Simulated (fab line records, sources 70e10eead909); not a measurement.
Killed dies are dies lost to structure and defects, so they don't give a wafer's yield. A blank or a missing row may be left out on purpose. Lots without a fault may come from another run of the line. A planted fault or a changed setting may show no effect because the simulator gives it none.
A struck lot beside a sound one | flow nand_harc | 15 steps out of a route of 1159
Sound: wafers L810.1, L810.2, L810.6. Struck: wafers L813.1, L813.2, L813.6. The cause comes at the end.
At each step with rows: each side's tool, then ch and its chambers, then its first start. Under that, the readings that differ: sound wafers | struck wafers | difference of the means | sigmas: that difference in standard deviations of wafers without a fault.
alike: readings whose means differ by less than 2 such deviations, and words and numbers that are the same on both sides. not compared: withheld readings, readings that some wafer has no value for, bounds like >300 that may hide the same value, and numbers for which the record gives no deviation and whose values overlap.
The two part at a step that has a row with sigmas, a row that says differs or no value, or rows on one side only. Numbers that don't overlap but have no deviation are shown without sigmas and don't part them. A reading that every wafer of one side lacks parts them only if that side has two wafers or more.

first, 8 steps without rows for these wafers: NHARC_P_GATE_DEHYDRATE_18 (time 120 s); NHARC_P_GATE_HMDS_19 (time 30 s); NHARC_P_GATE_COAT_20 (resist thk 90 nm); NHARC_P_GATE_SOFTBAKE_21 (time 55 s); NHARC_P_GATE_EBR_22; NHARC_P_GATE_EXPOSE_23 (exposes mask P GATE, target cd 120 nm); NHARC_P_GATE_PEB_24 (peb time 65 s); NHARC_P_GATE_DEVELOP_25 (develop time 35 s).
NHARC_P_GATE_CD_MEAS_26: target cd 120 nm.
  sound on cd_sem-01 ch 0, day 5 08:42; struck on cd_sem-02 ch 0, day 5 18:05
  alike: cd_nm
NHARC_P_GATE_OVL_MEAS_27:
  sound on overlay-01, day 5 08:47; struck on overlay-02, day 5 18:10
  reading           | sound          | struck      | difference | sigmas
  overlay_y_nm (nm) | -2.2 -2.1 -2.0 | 0.9 1.1 1.0 | +3.1       | +4
  alike: overlay_x_nm
NHARC_P_GATE_INSPECT_28:
  sound on defect_inspect-01, day 5 08:49; struck on defect_inspect-01, day 5 18:13
  alike: raw_defect_count
NHARC_P_GATE_DESCUM_31: chemistry O2, time 3 s.
  sound on rie_diel-01 ch 0,1, day 5 08:53; struck on rie_diel-12 ch 0,2,3, day 5 18:17
  reading                     | sound             | struck            | difference | sigmas
  drypump_motor_current_A (A) | 5.6 6.4 6.3       | 5.6 5.4 4.8       | -0.8       | -2
  oes_product_au (a.u.)       | 0.993 0.984 0.990 | 1.007 1.021 1.010 | +0.024     | +3
  alike: rf_vpp_V, showerhead_plenum_p_Torr, throttle_valve_pct
  not compared: rf_hours_counter_h
NHARC_P_GATE_ETCH_104: etches the open film in CF4/CHF3, target depth 60 nm.
  sound on rie_diel-01 ch 1,3, day 5 08:59; struck on rie_diel-12 ch 0,1,2, day 5 18:22
  no value came back on the struck wafers for any of 8 readings (bias_w (W), cf4_flow_sccm (sccm) and others); on the sound wafers bias_w (W) reads 200.4 200.5 201.1
NHARC_P_GATE_HM_OPEN_105: chemistry O2/COS, target depth 360 nm.
  sound on rie_diel-01 ch 0,3; struck on rie_diel-12 ch 0,3
  reading                     | sound       | struck      | difference | sigmas
  drypump_motor_current_A (A) | 6.4 6.3 6.4 | 5.4 5.6 5.6 | -0.8       | -2
  alike: oes_product_au, rf_fwd_power_W, rf_vpp_V, showerhead_plenum_p_Torr, throttle_valve_pct
  not compared: rf_hours_counter_h
-- the record jumps here: 14 days lie between the struck wafers' starts before and after (it left off in module P_GATE and takes up again in module END, whose first step shown is number 1159 of the route) --
NHARC_END_SORT_01:
  sound on prober-02 ch 0, day 19 17:53; struck on prober-01 ch 0, day 20 01:42
  reading             | sound    | struck                                                               | difference                   | sigmas
  hold                | - - -    | await_dispo/7.0h/scrap await_dispo/7.0h/scrap await_dispo/7.0h/scrap | no value on the sound wafers |
  killed_at_periphery | 3 3 2    | 664 645 652                                                          | +651                         | +99 or more
  killed_dies         | 34 33 43 | 677 677 677                                                          | +640                         | +80
  alike: killed_at_array, killed_at_other, killed_open, killed_short

WHERE THEY PART
First at NHARC_P_GATE_OVL_MEAS_27; last, within this record, at NHARC_END_SORT_01.

WHY: what the simulator had put in
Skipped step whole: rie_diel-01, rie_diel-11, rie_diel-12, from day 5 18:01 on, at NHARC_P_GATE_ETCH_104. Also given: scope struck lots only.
